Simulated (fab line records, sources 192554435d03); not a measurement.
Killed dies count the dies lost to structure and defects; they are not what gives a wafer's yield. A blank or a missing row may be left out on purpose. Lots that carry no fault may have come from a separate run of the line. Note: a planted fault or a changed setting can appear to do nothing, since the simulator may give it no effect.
Lot-split experiment / flow n5Finfet / 39 wafers read from 7 lots, route of 1938 steps

== THE SPLIT ITSELF ==
At N5_ZERO_LAYER_DEVELOP_10 (develop time 60 s), the setting developTimeS was moved away from the recipe's 60 s on 15 of the 39 wafers read, by -35.4% to +48.3%. This setting was run at the recipe's value on the other wafers.

== SPLIT TO READING: what lies between them in the file, 1 step ==
- N5_ZERO_LAYER_HARDBAKE_23: time 120 s

== THE READING ==
At N5_ZERO_LAYER_CD_MEAS_11: cdNm in nanometres, against a target cd of 2000 nm. Fault-free wafers of this fab line usually give 2001.2 nm, standard deviation 1.9 nm.

wafer=L076.1; tool, chamber at the split=lithoTrack-04, 0; developTimeS as run, s=78.36; against the recipe=+30.6%; cdNm, nm=2006.8; against lot-mates on the recipe=+3.7
wafer=L076.2; tool, chamber at the split=lithoTrack-04, 0; developTimeS as run, s=60; against the recipe=recipe; cdNm, nm=1999.7; against lot-mates on the recipe=-
wafer=L076.3; tool, chamber at the split=lithoTrack-04, 0; developTimeS as run, s=60; against the recipe=recipe; cdNm, nm=2005.0; against lot-mates on the recipe=-
wafer=L076.4; tool, chamber at the split=lithoTrack-04, 0; developTimeS as run, s=78.36; against the recipe=+30.6%; cdNm, nm=2007.9; against lot-mates on the recipe=+4.8
wafer=L076.5; tool, chamber at the split=lithoTrack-04, 0; developTimeS as run, s=60; against the recipe=recipe; cdNm, nm=2004.7; against lot-mates on the recipe=-
wafer=L076.6; tool, chamber at the split=lithoTrack-04, 0; developTimeS as run, s=78.36; against the recipe=+30.6%; cdNm, nm=2006.5; against lot-mates on the recipe=+3.4
wafer=L078.1; tool, chamber at the split=lithoTrack-03, 0; developTimeS as run, s=60; against the recipe=recipe; cdNm, nm=2000.0; against lot-mates on the recipe=-
wafer=L078.2; tool, chamber at the split=lithoTrack-03, 0; developTimeS as run, s=60; against the recipe=recipe; cdNm, nm=2001.5; against lot-mates on the recipe=-
wafer=L078.3; tool, chamber at the split=lithoTrack-03, 0; developTimeS as run, s=60; against the recipe=recipe; cdNm, nm=2002.2; against lot-mates on the recipe=-
wafer=L078.4; tool, chamber at the split=lithoTrack-03, 0; developTimeS as run, s=60; against the recipe=recipe; cdNm, nm=1999.4; against lot-mates on the recipe=-
wafer=L078.5; tool, chamber at the split=lithoTrack-03, 0; developTimeS as run, s=60; against the recipe=recipe; cdNm, nm=1999.9; against lot-mates on the recipe=-
wafer=L078.6; tool, chamber at the split=lithoTrack-03, 0; developTimeS as run, s=60; against the recipe=recipe; cdNm, nm=2000.2; against lot-mates on the recipe=-
wafer=L080.1; tool, chamber at the split=lithoTrack-01, 0; developTimeS as run, s=60; against the recipe=recipe; cdNm, nm=1998.8; against lot-mates on the recipe=-
wafer=L080.2; tool, chamber at the split=lithoTrack-01, 0; developTimeS as run, s=39.02; against the recipe=-35.0%; cdNm, nm=1991.3; against lot-mates on the recipe=-9.5
wafer=L080.3; tool, chamber at the split=lithoTrack-01, 0; developTimeS as run, s=60; against the recipe=recipe; cdNm, nm=2002.2; against lot-mates on the recipe=-
wafer=L080.4; tool, chamber at the split=lithoTrack-01, 0; developTimeS as run, s=39.02; against the recipe=-35.0%; cdNm, nm=1992.6; against lot-mates on the recipe=-8.2
wafer=L080.5; tool, chamber at the split=lithoTrack-01, 0; developTimeS as run, s=60; against the recipe=recipe; cdNm, nm=2001.4; against lot-mates on the recipe=-
wafer=L080.6; tool, chamber at the split=lithoTrack-01, 0; developTimeS as run, s=39.02; against the recipe=-35.0%; cdNm, nm=1993.5; against lot-mates on the recipe=-7.3
wafer=L089.1; tool, chamber at the split=lithoTrack-01, 0; developTimeS as run, s=88.97; against the recipe=+48.3%; cdNm, nm=2011.5; against lot-mates on the recipe=+10.5
wafer=L089.2; tool, chamber at the split=lithoTrack-01, 0; developTimeS as run, s=60; against the recipe=recipe; cdNm, nm=1999.3; against lot-mates on the recipe=-
wafer=L089.3; tool, chamber at the split=lithoTrack-01, 0; developTimeS as run, s=88.97; against the recipe=+48.3%; cdNm, nm=2009.0; against lot-mates on the recipe=+8.0
wafer=L089.4; tool, chamber at the split=lithoTrack-01, 0; developTimeS as run, s=60; against the recipe=recipe; cdNm, nm=2002.8; against lot-mates on the recipe=-
wafer=L089.5; tool, chamber at the split=lithoTrack-01, 0; developTimeS as run, s=60; against the recipe=recipe; cdNm, nm=2000.9; against lot-mates on the recipe=-
wafer=L089.6; tool, chamber at the split=lithoTrack-01, 0; developTimeS as run, s=88.97; against the recipe=+48.3%; cdNm, nm=2010.3; against lot-mates on the recipe=+9.3
wafer=L091.3; tool, chamber at the split=lithoTrack-01, 0; developTimeS as run, s=60; against the recipe=recipe; cdNm, nm=2004.5; against lot-mates on the recipe=-
wafer=L091.4; tool, chamber at the split=lithoTrack-01, 0; developTimeS as run, s=60; against the recipe=recipe; cdNm, nm=2002.7; against lot-mates on the recipe=-
wafer=L091.5; tool, chamber at the split=lithoTrack-01, 0; developTimeS as run, s=60; against the recipe=recipe; cdNm, nm=2002.2; against lot-mates on the recipe=-
wafer=L093.1; tool, chamber at the split=lithoTrack-04, 0; developTimeS as run, s=60; against the recipe=recipe; cdNm, nm=1998.8; against lot-mates on the recipe=-
wafer=L093.2; tool, chamber at the split=lithoTrack-04, 0; developTimeS as run, s=70.15; against the recipe=+16.9%; cdNm, nm=2005.2; against lot-mates on the recipe=+3.9
wafer=L093.3; tool, chamber at the split=lithoTrack-04, 0; developTimeS as run, s=70.15; against the recipe=+16.9%; cdNm, nm=2003.9; against lot-mates on the recipe=+2.6
wafer=L093.4; tool, chamber at the split=lithoTrack-04, 0; developTimeS as run, s=60; against the recipe=recipe; cdNm, nm=2005.5; against lot-mates on the recipe=-
wafer=L093.5; tool, chamber at the split=lithoTrack-04, 0; developTimeS as run, s=60; against the recipe=recipe; cdNm, nm=1999.6; against lot-mates on the recipe=-
wafer=L093.6; tool, chamber at the split=lithoTrack-04, 0; developTimeS as run, s=70.15; against the recipe=+16.9%; cdNm, nm=2004.0; against lot-mates on the recipe=+2.7
wafer=L095.1; tool, chamber at the split=lithoTrack-04, 0; developTimeS as run, s=38.78; against the recipe=-35.4%; cdNm, nm=1991.4; against lot-mates on the recipe=-11.7
wafer=L095.2; tool, chamber at the split=lithoTrack-04, 0; developTimeS as run, s=60; against the recipe=recipe; cdNm, nm=2003.5; against lot-mates on the recipe=-
wafer=L095.3; tool, chamber at the split=lithoTrack-04, 0; developTimeS as run, s=60; against the recipe=recipe; cdNm, nm=2002.0; against lot-mates on the recipe=-
wafer=L095.4; tool, chamber at the split=lithoTrack-04, 0; developTimeS as run, s=60; against the recipe=recipe; cdNm, nm=2003.9; against lot-mates on the recipe=-
wafer=L095.5; tool, chamber at the split=lithoTrack-04, 0; developTimeS as run, s=38.78; against the recipe=-35.4%; cdNm, nm=1989.3; against lot-mates on the recipe=-13.8
wafer=L095.6; tool, chamber at the split=lithoTrack-04, 0; developTimeS as run, s=38.78; against the recipe=-35.4%; cdNm, nm=1991.3; against lot-mates on the recipe=-11.8

FIT RESULTS
A straight line over all 39 wafers: cdNm changes by +0.225 nm for each +1% of developTimeS; r = +0.93; the points scatter about the line by 2 nm.
The same after taking each lot's own level away (the mean of its wafers on the recipe; 39 wafers): +0.228 nm for each +1%; r = +0.93; scatter 2 nm.
That fit puts the effect of the largest move of developTimeS on the reading at 11 nm.
The span of the lots' own levels, 2000.53 to 2003.13 nm, comes to 1.4 times the standard deviation stated above.
Consequently the slope shifts little with the lot-to-lot level, the two slopes agreeing.
Check: with one of the wafers moved furthest among these (+48.3%) left out of the fit, the line predicts +10.1 nm for it against its lot-mates. It came out at +10.5 nm against them.

== FILE'S OWN FIT ==
cdNm changes by +0.224 nm for each +1% of developTimeS, r = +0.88.
